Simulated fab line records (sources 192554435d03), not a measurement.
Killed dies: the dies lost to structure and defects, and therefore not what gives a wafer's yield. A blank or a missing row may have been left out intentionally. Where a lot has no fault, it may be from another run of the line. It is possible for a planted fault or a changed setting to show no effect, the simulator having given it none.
Which tool was responsible? | flow n5-finfet | route of 1938 steps, sampled at 1 step: 10 lots, 30 wafers

WHAT THE GAUGES SHOWED, per wafer
N5_FIN_SAQP_CD_MEAS_31 targets a cd of 8 nm.
lot  | measured    | on        | cd-nm (nm)
L876 | day 2 07:16 | cd-sem-01 | 8.31 7.96 8.32
L882 | day 3 20:38 | cd-sem-02 | 8.06 8.06 7.84
L885 | day 4 13:57 | cd-sem-01 | 7.85 8.14 8.05
L887 | day 5 01:29 | cd-sem-01 | 7.90 8.82 8.14
L888 | day 5 08:40 | cd-sem-02 | 8.19 7.94 8.44
L891 | day 6 01:56 | cd-sem-01 | 8.12 8.00 7.96
L895 | day 7 07:05 | cd-sem-02 | 7.90 8.11 8.45
L896 | day 7 12:34 | cd-sem-02 | 8.49 8.09 8.42
L897 | day 7 17:10 | cd-sem-02 | 8.67 8.52 8.08
L898 | day 7 20:45 | cd-sem-02 | 7.98 8.00 8.29

WHICH TOOL RAN EACH LOT (tool, then ch and the chambers of the sampled wafers, then the start)
Record: no process step prior to these readings.

THE ANSWER, worked out from the rows above alone
Rule: what is usual is taken from the lots themselves. The widest of any qualifying gaps counts: lots, ordered by their means at a reading, are off when they make up no more than a third of the lots, leave a main group of 4 or more, and stand apart from it by 3 or more times the standard deviation of that group's means. The tables above print the reading to a certain number of digits; a main group whose means all agree to those digits is not used. Also off: a lot with no number at a reading for which 4 or more lots have one. Where the step has rows for the other lots, those lots are counted as sound.
Across all readings shown, no lot is off: no conclusion can be drawn from this.

WHAT HAD BEEN PUT IN BY THE SIMULATOR
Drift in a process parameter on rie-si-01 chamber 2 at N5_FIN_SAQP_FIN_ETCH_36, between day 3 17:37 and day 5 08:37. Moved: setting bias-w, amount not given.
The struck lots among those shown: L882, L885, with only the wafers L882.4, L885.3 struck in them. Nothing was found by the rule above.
